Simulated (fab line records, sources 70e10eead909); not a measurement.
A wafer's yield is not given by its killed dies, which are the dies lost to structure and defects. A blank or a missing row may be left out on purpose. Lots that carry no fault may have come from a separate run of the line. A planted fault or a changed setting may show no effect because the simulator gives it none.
A struck lot beside a sound one + flow nand-harc + 26 out of 1159 route steps
Sound: wafers L729.1, L729.3, L729.6. Struck: wafers L717.1, L717.6 (left out: L717.4, a lot-mate that was not struck); the cause follows at the end.
Per side, at each step with rows, come the tool, then ch with its chambers, and then its first start. Under that, the readings that differ: sound wafers + struck wafers + difference of the means + sigmas: that difference in standard deviations of wafers without a fault.
alike: readings with means less than 2 such deviations apart, plus words and numbers identical on both sides. not compared: withheld readings, readings lacking a value on some wafer, bounds such as >300 that could conceal the same value, and numbers that have no deviation in the record and whose values overlap.
Wherever a step has rows on one side only, a row that says differs or no value, or a row with sigmas, the two part there. Non-overlapping numbers with no deviation appear without sigmas and do not part them. A reading that every wafer of one side lacks parts them only if that side has two wafers or more.

first, 2 steps without rows for these wafers: NHARC_P_GATE_PEB_09 (peb time 85 s); NHARC_P_GATE_DEVELOP_10 (time 70 s).
NHARC_P_GATE_CD_MEAS_11: target cd 1640 nm.
  sound on cd-sem-02 ch 0, day 7 22:58; struck on cd-sem-01 ch 0, day 4 17:02
  alike: cd-nm
then, 1 step without rows for these wafers: NHARC_P_GATE_HARDBAKE_12 (time 80 s).
NHARC_P_GATE_DESCUM_13: chemistry O2, time 3 s.
  sound on rie-diel-01 ch 0,3, day 7 23:08; struck on rie-diel-10 ch 0,2, day 4 17:11
| reading               | sound             | struck      | difference | sigmas |
|-----------------------|-------------------|-------------|------------|--------|
| oes-product-au (a.u.) | 1.004 0.992 1.003 | 0.983 0.986 | -0.015     | -2     |
  alike: drypump-motor-current-A, rf-vpp-V, showerhead-plenum-p-Torr, throttle-valve-pct
  not compared: rf-hours-counter-h
then, 6 steps without rows for these wafers: NHARC_P_GATE_ETCH_14 (etches SiO2 in dHF, target depth 48.8 nm); NHARC_P_GATE_STRIP_15 (strips in SPM, time 780 s); NHARC_P_GATE_PRECLEAN_71 (cleans in SC1); NHARC_P_GATE_SRD_72; NHARC_P_GATE_OXIDE_16 (material SiO2, target thk 3 nm, ox time 392 s); NHARC_P_GATE_CVD_17 (deposits poly-Si, target thk 150 nm, time 900 s).
NHARC_P_GATE_HM_DEP_102: deposits aC, target thk 120 nm.
  sound on acl-dep-03 ch 0, day 8 16:04; struck on acl-dep-02 ch 0, day 5 05:43
  alike: throttle-valve-pct
NHARC_P_GATE_DEP_103: deposits SiON, target thk 30 nm.
  sound on pecvd-01 ch 0,1,2, day 8 16:45; struck on pecvd-02 ch 0, day 5 06:23
  alike: heater-power-w
then, 8 steps without rows for these wafers: NHARC_P_GATE_DEHYDRATE_18 (time 120 s); NHARC_P_GATE_HMDS_19 (time 30 s); NHARC_P_GATE_COAT_20 (resist thk 90 nm); NHARC_P_GATE_SOFTBAKE_21 (time 55 s); NHARC_P_GATE_EBR_22; NHARC_P_GATE_EXPOSE_23 (exposes mask P GATE, target cd 120 nm); NHARC_P_GATE_PEB_24 (peb time 65 s); NHARC_P_GATE_DEVELOP_25 (develop time 35 s).
NHARC_P_GATE_CD_MEAS_26: target cd 120 nm.
  sound on cd-sem-03 ch 0, day 8 17:34; struck on cd-sem-01 ch 0, day 5 06:57
  alike: cd-nm
NHARC_P_GATE_OVL_MEAS_27:
  sound: overlay-02 at day 8 17:39; struck: overlay-01 at day 5 07:02
  alike: overlay-x-nm, overlay-y-nm
NHARC_P_GATE_INSPECT_28:
  sound: defect-inspect-02 at day 8 17:41; struck: defect-inspect-02 at day 5 07:04
| reading          | sound | struck | difference | sigmas |
|------------------|-------|--------|------------|--------|
| raw-defect-count | 6 3 7 | 35 39  | +32        | +11    |
NHARC_P_GATE_DESCUM_31: chemistry O2, time 3 s.
  sound on rie-diel-01 ch 0,2, day 8 17:46; struck on rie-diel-10 ch 0,1, day 5 07:09
  alike: drypump-motor-current-A, oes-product-au, rf-vpp-V, showerhead-plenum-p-Torr, throttle-valve-pct
  not compared: rf-hours-counter-h
-- jump in the record: it breaks off in module P_GATE and resumes in module END (first step shown: number 1159 of the route), and 15 days separate the struck wafers' starts before and after --
NHARC_END_SORT_01:
  sound on prober-02 ch 0, day 23 18:53; struck on prober-01 ch 0, day 20 00:35
| reading             | sound | struck | difference | sigmas |
|---------------------|-------|--------|------------|--------|
| killed-at-periphery | 2     | 19 15  | +15        | +7     |
  alike: killed-at-array, killed-at-other, killed-dies, killed-open, killed-short

WHERE THEY PART
At NHARC_P_GATE_DESCUM_13 first; at NHARC_END_SORT_01 last (within this record only).

WHY: the cause the simulator had injected
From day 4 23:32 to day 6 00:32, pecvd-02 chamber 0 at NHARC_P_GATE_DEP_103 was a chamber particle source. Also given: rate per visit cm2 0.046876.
